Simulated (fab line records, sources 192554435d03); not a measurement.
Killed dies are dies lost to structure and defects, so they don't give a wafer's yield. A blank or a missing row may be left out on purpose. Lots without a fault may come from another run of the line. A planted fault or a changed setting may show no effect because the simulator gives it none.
Split-lot experiment | flow n5_finfet | 7 lots, 21 wafers read, on a route of 1938 steps

THE SPLIT
At N5_BEOL_M14_COAT_04 (resist thk 800 nm), the setting spin_rpm was moved away from the recipe's 1704 rpm on 7 of the 21 wafers read, by -9.7% to +9.6%. The other wafers ran this setting at the recipe's value.

FROM THE SPLIT TO THE READING: what the file shows between them, 2 steps
- N5_BEOL_M14_DESCUM_15: chemistry O2, time 7.9 s (also split here: time_s)
- N5_BEOL_M14_ETCH_59: etches BARC in N2/H2, target depth 89 nm, overetch 26.7 nm, time 67.9 s

THE READING
coat_of_BEOL_M14_COAT_04.thk_nm (the simulator's own value, which no gauge read), in nm, at N5_BEOL_M14_VIA_ETCH_16 (etches SiO2 in C4F8/O2/Ar, target depth 1231.3 nm). The file gives no usual value for it. The 14 wafers here that ran the recipe average 455.7 nm, standard deviation 4.6 nm.

wafer  | tool, chamber at the split | spin_rpm as run, rpm | against the recipe | coat_of_BEOL_M14_COAT_04.thk_nm, nm | against lot-mates on the recipe
L074.1 | litho_track-05, 0          | 1793                 | +5.2%              | 436.6                               | -24.2
L074.2 | litho_track-05, 0          | 1704                 | recipe             | 460.8                               | -
L074.5 | litho_track-05, 0          | 1793                 | +5.2%              | 437.6                               | -23.2
L081.1 | litho_track-02, 0          | 1704                 | recipe             | 457.6                               | -
L081.5 | litho_track-02, 0          | 1704                 | recipe             | 450.6                               | -
L081.6 | litho_track-02, 0          | 1704                 | recipe             | 452.8                               | -
L089.3 | litho_track-03, 0          | 1704                 | recipe             | 450                                 | -
L089.5 | litho_track-03, 0          | 1704                 | recipe             | 447.4                               | -
L089.6 | litho_track-03, 0          | 1621                 | -4.9%              | 462.6                               | +13.9
L090.1 | litho_track-05, 0          | 1704                 | recipe             | 463.4                               | -
L090.2 | litho_track-05, 0          | 1704                 | recipe             | 457.6                               | -
L090.4 | litho_track-05, 0          | 1538                 | -9.7%              | 494.6                               | +34.1
L091.2 | litho_track-03, 0          | 1704                 | recipe             | 458.4                               | -
L091.3 | litho_track-03, 0          | 1704                 | recipe             | 453.8                               | -
L091.4 | litho_track-03, 0          | 1704                 | recipe             | 452.2                               | -
L093.1 | litho_track-03, 0          | 1586                 | -6.9%              | 484                                 | +26.4
L093.3 | litho_track-03, 0          | 1586                 | -6.9%              | 479.8                               | +22.2
L093.4 | litho_track-03, 0          | 1704                 | recipe             | 457.6                               | -
L096.2 | litho_track-05, 0          | 1704                 | recipe             | 461.6                               | -
L096.3 | litho_track-05, 0          | 1868                 | +9.6%              | 417.8                               | -41.0
L096.5 | litho_track-05, 0          | 1704                 | recipe             | 456                                 | -

THE FIT
A straight line over all 21 wafers: coat_of_BEOL_M14_COAT_04.thk_nm changes by -3.7 nm for each +1% of spin_rpm; r = -0.96; the points scatter about the line by 4.8 nm.
The same after taking each lot's own level away (the mean of its wafers on the recipe; 21 wafers): -3.84 nm for each +1%; r = -0.99; scatter 2.8 nm.
On that fit, the largest move of spin_rpm shifts the reading by 37 nm.
The lots' own levels span 448.70 to 460.80 nm, that is 2.7 times the standard deviation above.
So the lot-to-lot level changes the slope little: the two slopes agree.
Check: with one of the wafers moved furthest among these (-9.7%) left out of the fit, the line predicts +37.1 nm for it against its lot-mates. It came out at +34.1 nm against them.

OTHER SPLITS ON THESE WAFERS
These wafers also went through other splits before the reading. Each is held against what the fit with the lots' levels taken away leaves over:
other split on the same wafers | wafers away from the commonest value | r with coat_of_BEOL_M14_COAT_04.thk_nm (lot level and that fit taken away)
N5_BEOL_M9_EXPOSE_08 dose_mj   | 7                                    | -0.28
N5_BEOL_M10_ETCH_66 time_s     | 8                                    | -0.23
N5_BEOL_M10_ETCH_41 source_w   | 5                                    | -0.10
N5_BEOL_M11_ETCH_62 time_s     | 4                                    | +0.20
N5_BEOL_M12_DEP_53 time_s      | 7                                    | -0.32
N5_BEOL_M13_COAT_04 spin_rpm   | 4                                    | +0.01
N5_BEOL_M14_DESCUM_15 time_s   | 5                                    | +0.11

THE WHOLE CHAIN: every reading that the file lists as answering this split, in the file's order
step                    | what it does                                                            | reading                                                                          | change (the file's fit)              | r (the file's)
N5_BEOL_M14_COAT_04     | resist thk 800 nm                                                       | coat_of_BEOL_M14_COAT_04.thk_nm (the simulator's own value, which no gauge read) | -4.2 nm for each +1% of the setting  | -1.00
N5_BEOL_M14_ETCH_59     | etches BARC in N2/H2, target depth 89 nm, overetch 26.7 nm, time 67.9 s | coat_of_BEOL_M14_COAT_04.thk_nm (the simulator's own value, which no gauge read) | -4.06 nm for each +1% of the setting | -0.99
N5_BEOL_M14_VIA_ETCH_16 | etches SiO2 in C4F8/O2/Ar, target depth 1231.3 nm                       | coat_of_BEOL_M14_COAT_04.thk_nm (the simulator's own value, which no gauge read) | -3.79 nm for each +1% of the setting | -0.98

THE FILE'S OWN FIT
coat_of_BEOL_M14_COAT_04.thk_nm changes by -3.79 nm for each +1% of spin_rpm, r = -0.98.
